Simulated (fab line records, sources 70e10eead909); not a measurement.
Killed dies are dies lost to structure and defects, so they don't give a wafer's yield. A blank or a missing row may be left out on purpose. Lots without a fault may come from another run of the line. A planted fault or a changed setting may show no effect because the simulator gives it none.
Chamber matching | flow nand_harc | NHARC_A_SGD_CUT_DESCUM_14 on rie_diel-07: 4 sister chambers
The step chemistry O2, time 3 s. 14 wafers are shown with their chamber, then 7 later ones without.

WAFERS WITH THEIR CHAMBER
wafer  | chamber | oes_product_au (a.u.) | throttle_valve_pct (%) | rf_vpp_V (V)
L076.1 | 2       | 1.004                 | 11.305                 | 57.6
L076.3 | 1       | 1.007                 | 11.310                 | 56.6
L076.4 | 3       | 0.997                 | 11.309                 | 57.7
L080.1 | 2       | 1.002                 | 11.300                 | 58.0
L080.4 | 0       | 1.027                 | 11.301                 | 58.1
L080.6 | 0       | 1.032                 | 11.309                 | 58.3
L083.3 | 1       | 1.027                 | 11.317                 | 56.9
L083.4 | 2       | 0.999                 | 11.286                 | 57.8
L083.5 | 2       | 0.999                 | 11.304                 | 58.8
L090.1 | 0       | 1.022                 | 11.312                 | 58.2
L090.2 | 2       | 0.992                 | 11.308                 | 57.8
L090.5 | 0       | 1.007                 | 11.308                 | 56.4
L092.1 | 0       | 1.013                 | 11.301                 | 57.6
L092.3 | 1       | 1.016                 | 11.306                 | 57.8

SIGNATURES (means of the wafers above)
reading            | chamber 0 | chamber 1 | chamber 2 | chamber 3 | scatter within a chamber
oes_product_au     | 1.02020   | 1.01667   | 0.99920   | 0.99700   | 0.00836
throttle_valve_pct | 11.30620  | 11.31100  | 11.30060  | 11.30900  | 0.00678
rf_vpp_V           | 57.720    | 57.100    | 58.000    | 57.700    | 0.642
Rule: a wafer's distance from a chamber is the root of the sum, over the readings, of the square of ((its reading less the chamber's mean) divided by the reading's scatter). The wafer belongs to the nearest chamber; if the next one is less than 2 further off, it can't be placed. The scatter: the root of (the sum of the squares of (reading less its chamber's mean) over the shown wafers, divided by (wafers less chambers)).

WAFERS WITHOUT THEIR CHAMBER
wafer  | oes_product_au (a.u.) | throttle_valve_pct (%) | rf_vpp_V (V)
L092.6 | 0.989                 | 11.312                 | 58.4
L094.1 | 0.984                 | 11.319                 | 58.9
L094.5 | 0.990                 | 11.307                 | 57.1
L094.6 | 0.980                 | 11.314                 | 58.9
L095.1 | 0.989                 | 11.324                 | 57.5
L095.2 | 0.979                 | 11.327                 | 57.0
L095.3 | 1.021                 | 11.311                 | 56.2

WHICH CHAMBER EACH WENT THROUGH
wafer  | from the rows above          | in truth
L092.6 | can't be placed: 3 or 2      | 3
L094.1 | can't be placed: 3 or 2      | 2
L094.5 | can't be placed: 3 or 2 or 1 | 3
L094.6 | can't be placed: 3 or 2      | 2
L095.1 | can't be placed: 3 or 2 or 1 | 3
L095.2 | can't be placed: 3 or 2 or 1 | 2
L095.3 | can't be placed: 1 or 0      | 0
Placed correctly: 0 of 7. Can't be placed from these rows: 7 (the true chamber is among the candidates in 7). Placed wrongly: 0.
